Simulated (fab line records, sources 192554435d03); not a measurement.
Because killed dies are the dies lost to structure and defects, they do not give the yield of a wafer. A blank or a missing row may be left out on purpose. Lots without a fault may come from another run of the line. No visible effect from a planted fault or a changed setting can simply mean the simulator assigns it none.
A single fault, viewed from 2 desks | flow n5-finfet | each desk has only its own numbers; what lay behind them comes last

## FROM THE METROLOGY DESK
Means of the sampled wafers that have a number, per lot and without regard to the tool the lot ran on: this is what the gauges read. Marked OUT: a lot whose mean sits more than 4 standard deviations from the usual mean, which makes it out of limits; the brackets give that distance. Only the readings that lie furthest out on some lot appear, 7 of the 11 it has.
Columns: A = cd-nm at N5_BEOL_M4_CD_MEAS_28, usual 26.14 nm; B = DIBL_N at N5_BEOL_M4_RC_MEAS_101, usual 36.5 mV/V; C = DIBL_P at N5_BEOL_M4_RC_MEAS_101, usual 36.4 mV/V; D = IOFF_N at N5_BEOL_M4_RC_MEAS_101, usual 0.17 nA/um; E = ION_P at N5_BEOL_M4_RC_MEAS_101, usual 462 uA/um; F = SS_N at N5_BEOL_M4_RC_MEAS_101, usual 71.7 mV/dec; G = SS_P at N5_BEOL_M4_RC_MEAS_101, usual 73.4 mV/dec
lot  | first seen here | A     | B    | C    | D    | E   | F    | G
L227 | day 8 08:46     | 26.10 | 38.0 | 37.8 | 0.18 | 460 | 71.4 | 74.1
L226 | day 8 08:59     | 26.13 | 37.3 | 37.6 | 0.19 | 464 | 72.4 | 74.3
L230 | day 8 14:10     | 26.23 | 34.3 | 34.7 | 0.15 | 468 | 70.7 | 73.2
L229 | day 8 15:54     | 26.05 | 34.1 | 34.1 | 0.15 | 468 | 71.2 | 73.0
L233 | day 9 06:41     | 26.19 | 34.8 | 34.2 | 0.15 | 466 | 71.4 | 72.9
L243 | day 12 15:52    | 26.10 | 37.0 | 37.7 | 0.18 | 468 | 71.6 | 73.4
L245 | day 12 17:11    | 25.90 | 35.8 | 37.5 | 0.17 | 465 | 72.0 | 73.1
L248 | day 14 10:41    | 26.01 | 35.9 | 36.1 | 0.17 | 460 | 71.5 | 73.2
L249 | day 14 21:45    | 26.36 | 34.9 | 33.5 | 0.14 | 463 | 71.4 | 73.0
This desk's verdict: no lot among the 9 shows anything out of limits.

## AT THE TOOL OWNER'S DESK: litho-track-05
The tool's own readings at N5_BEOL_M4_COAT_22 (resist thk 30 nm): means of the sampled wafers that have a number, for each lot that ran on this tool. Marked OUT: a lot whose mean sits more than 4 standard deviations from the usual mean, which makes it out of limits; the brackets give that distance.
Columns: A = dispense-pressure-kPa at N5_BEOL_M4_COAT_22, usual 50.5 kPa; B = spin-speed-rpm at N5_BEOL_M4_COAT_22, usual 1499.9 rpm
lot  | first seen here | A    | B
L226 | day 8 08:42     | 52.5 | 1500.5
L229 | day 8 15:30     | 52.4 | 1499.8
L243 | day 12 15:28    | 52.4 | 1363.9 (-99 or more) OUT
L248 | day 14 10:23    | 52.5 | 1363.9 (-99 or more) OUT
This desk's finding: out of limits on L243, L248; first on L243, day 12 15:28 (spin-speed-rpm at N5_BEOL_M4_COAT_22). In limits: L226, L229.

## TAKEN TOGETHER
On L243, L248, at day 12 15:28, an alarm was possible from the tool owner's desk.
Nothing out of limits was seen by the metrology desk.
The metrology desk holds a record of L243, L248, inside its limits.
Of the lots named, all ran N5_BEOL_M4_COAT_22 on litho-track-05.

## WHAT THE SIMULATOR PUT IN
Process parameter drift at N5_BEOL_M4_COAT_22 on litho-track-05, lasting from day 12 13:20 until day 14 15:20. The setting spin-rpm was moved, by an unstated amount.
Lots struck among those shown: L243, L248.
Time in hours from fault onset to the first out-of-limits reading at each desk: the tool owner's desk, 2.
